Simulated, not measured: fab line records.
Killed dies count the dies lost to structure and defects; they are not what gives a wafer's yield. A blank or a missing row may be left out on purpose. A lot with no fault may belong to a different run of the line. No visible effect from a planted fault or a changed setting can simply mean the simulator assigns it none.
Which of the tools did it? :: flow n5_finfet :: 10 lots, 30 wafers sampled, at 1 step of a route of 1938

## WHAT EACH GAUGE READ, for each wafer
N5_MOL_CONTACT_COAG_CD_MEAS_99: the cd target is 17.2 nm.
lot: L176
measured: day 4 20:02
on: cd_sem-03
cd_nm (nm): 17.4 17.3 17.1

lot: L177
measured: day 4 23:52
on: cd_sem-02
cd_nm (nm): 17.6 17.5 17.4

lot: L178
measured: day 5 04:34
on: cd_sem-01
cd_nm (nm): 17.2 17.4 17.4

lot: L182
measured: day 6 05:59
on: cd_sem-02
cd_nm (nm): 17.3 17.4 17.4

lot: L183
measured: day 6 13:38
on: cd_sem-01
cd_nm (nm): 17.2 17.6 16.9

lot: L184
measured: day 6 16:34
on: cd_sem-02
cd_nm (nm): 17.2 16.8 17.1

lot: L194
measured: day 9 06:06
on: cd_sem-03
cd_nm (nm): 17.6 16.9 17.1

lot: L195
measured: day 9 10:13
on: cd_sem-02
cd_nm (nm): 17.3 17.6 17.1

lot: L196
measured: day 9 20:26
on: cd_sem-03
cd_nm (nm): 16.7 16.8 17.0

lot: L199
measured: day 10 11:45
on: cd_sem-01
cd_nm (nm): 17.1 17.1 17.5

## WHAT TOOL EACH LOT RAN ON (gives the tool, then ch and the chambers of the sampled wafers, and finally the start)
Record: no process step prior to these readings.

## THE ANSWER, worked out from the rows above alone
Rule: what is usual is taken from the lots themselves. Put in order of their means at a reading, lots are off if they are a third of the lots or fewer, leave a main group of 4 or more, and stand apart from it by a gap of 3 or more times the standard deviation of the main group's means; of several such gaps the widest counts. Not used: any main group whose means are identical at the precision the tables above print for the reading. A lot without any number at a reading at which 4 lots or more have one is off too. Where the step has rows for the other lots, those lots are counted as sound.
No lot is off on any of the readings shown, so nothing can be concluded from this.

## WHAT HAD BEEN PUT IN BY THE SIMULATOR
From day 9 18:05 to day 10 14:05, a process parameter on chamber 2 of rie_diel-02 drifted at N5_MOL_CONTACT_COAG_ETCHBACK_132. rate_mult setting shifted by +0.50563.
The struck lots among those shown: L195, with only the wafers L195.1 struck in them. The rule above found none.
